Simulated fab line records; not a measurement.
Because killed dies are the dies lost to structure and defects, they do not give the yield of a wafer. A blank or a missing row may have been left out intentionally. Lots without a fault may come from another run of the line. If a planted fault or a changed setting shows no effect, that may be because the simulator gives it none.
Struck lot and sound lot, side by side :: flow nandHarc :: 21 steps out of a route of 1302
Sound: these wafers, L529.1, L529.5, L529.6. Wafers struck: L536.1, L536.4, L536.5. Last of all comes the cause.
For every step that has rows: the tool of each side, followed by ch and its chambers, followed by its first start. Under that, the readings that differ: sound wafers :: struck wafers :: difference of the means :: sigmas: that difference in standard deviations of wafers without a fault.
alike: same words and numbers on both sides, and readings whose means sit less than 2 such deviations apart. not compared: any withheld reading, any reading some wafer has no value for, any bound like >300 that may hide the same value, and any number with overlapping values for which the record gives no deviation.
A row with sigmas, a row that says differs or no value, or rows on one side alone: a step with any of these is where the two part. Non-overlapping numbers with no deviation appear without sigmas and do not part them. Lack of a reading on every wafer of one side parts them only where that side has two or more wafers.

NHARC_P_CONTACT_CVD_23: deposits W, target thk 200 nm, time 557 s.
  sound on cvdW-02 ch 0,1; struck on cvdW-01 ch 1
  alike: heaterPowerW, throttleValvePct
NHARC_P_CONTACT_CMP_24: polishes, t overpolish 30 s, target thk 200 nm.
  sound on cmp-01 ch 2,3, day 9 21:06; struck on cmp-03 ch 0,1,3, day 12 16:11
  alike: motorCurrentA, overpolishRunS, timeToEndpointS
after that, 1 step had no rows for these wafers: NHARC_P_CONTACT_SRD_26.
NHARC_P_CONTACT_INSPECT_27:
  sound on defectInspect-02, day 9 21:30; struck on defectInspect-01, day 12 16:34
  alike: rawDefectCount
then, 7 steps without rows for these wafers: NHARC_P_M0_DEP_00 (deposits SiOC, target thk 150 nm); NHARC_P_M0_DEHYDRATE_01 (time 120 s); NHARC_P_M0_HMDS_02 (time 30 s); NHARC_P_M0_COAT_33 (time 65 s); NHARC_P_M0_COAT_03 (resist thk 90 nm); NHARC_P_M0_SOFTBAKE_04 (time 55 s); NHARC_P_M0_EBR_05.
NHARC_P_M0_EXPOSE_06: exposes mask P M0, target cd 90 nm.
  sound on arfiScanner-02 ch 0, day 9 22:15; struck on arfiScanner-02 ch 0, day 12 17:20
reading: exposureDoseMJCm2
sound: 81.27 81.17 81.13
struck: 50.77 50.67 50.73
difference: -30.47
sigmas: -99 or more
  alike: mask, focusOffsetNm, reticleTempC
then, 2 steps without rows for these wafers: NHARC_P_M0_PEB_07 (peb time 65 s); NHARC_P_M0_DEVELOP_08 (develop time 35 s).
NHARC_P_M0_CD_MEAS_09 targets a cd of 90 nm.
  sound on cdSem-02 ch 0, day 9 22:24; struck on cdSem-02 ch 0, day 12 17:28
reading: cdNm (nm)
sound: 89.9 89.4 88.7
struck: 60.3 60.8 60.8
difference: -28.7
sigmas: -61
NHARC_P_M0_OVL_MEAS_10: pitch 180 nm.
  sound on overlay-02, day 9 22:29; struck on overlay-01, day 12 17:34
reading: overlayXNm (nm)
sound: 1.5 1.5 1.9
struck: -1.0 -1.0 -0.4
difference: -2.4
sigmas: -3
  alike: overlayYNm
NHARC_P_M0_INSPECT_11:
  sound on defectInspect-02, day 9 22:31; struck on defectInspect-02, day 12 17:36
  alike: rawDefectCount
NHARC_P_M0_DESCUM_14: chemistry O2, time 3 s.
  sound on rieDiel-07 ch 0,3, day 9 22:35; struck on rieDiel-12 ch 0,1, day 12 17:49
reading: model.P_M0.cdNm (nm)
sound: 90.02 89.63 89.18
struck: 60.06 60.61 60.66
difference: -29.17
sigmas: 
  alike: drypumpMotorCurrentA, oesProductAu, rfVppV, showerheadPlenumPTorr, throttleValvePct
  not compared: rfHoursCounterH
NHARC_P_M0_ETCH_34: etches the open film in N2/H2, target depth 40 nm, overetch 12 nm, time 43.94 s.
  sound on rieDiel-07 ch 0,3, day 9 22:40; struck on rieDiel-12 ch 0,2,3, day 12 17:56
  alike: drypumpMotorCurrentA, oesProductAu, rfVppV, showerheadPlenumPTorr, throttleValvePct
  not compared: rfHoursCounterH
NHARC_P_M0_ETCH_15: etches the open film in C4F8/Ar, target depth 150 nm, overetch 15 nm, time 82.5 s.
  sound on rieDiel-07 ch 0,1,3; struck on rieDiel-12 ch 0,1,2
reading: model.P_M0.cdNm (nm)
sound: 89.55 89.15 88.94
struck: 60.39 60.46 60.78
difference: -28.67
sigmas: 
  alike: oesProductAu, rfVppV
  not compared: rfHoursCounterH
NHARC_P_M0_CD_MEAS_16:
  sound on cdSem-02, day 9 22:53; struck on cdSem-01, day 12 18:08
reading: cdNm (nm)
sound: 89.3 88.8 89.0
struck: 60.5 60.8 60.7
difference: -28.4
sigmas: -48

WHERE THEY PART
Last at NHARC_P_M0_CD_MEAS_16 as far as this record goes, first at NHARC_P_M0_EXPOSE_06.

WHY: whatever the simulator had introduced
Process parameters drifting: arfiScanner-02 at NHARC_P_M0_EXPOSE_06, beginning at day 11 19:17. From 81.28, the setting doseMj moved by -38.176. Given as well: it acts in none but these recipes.
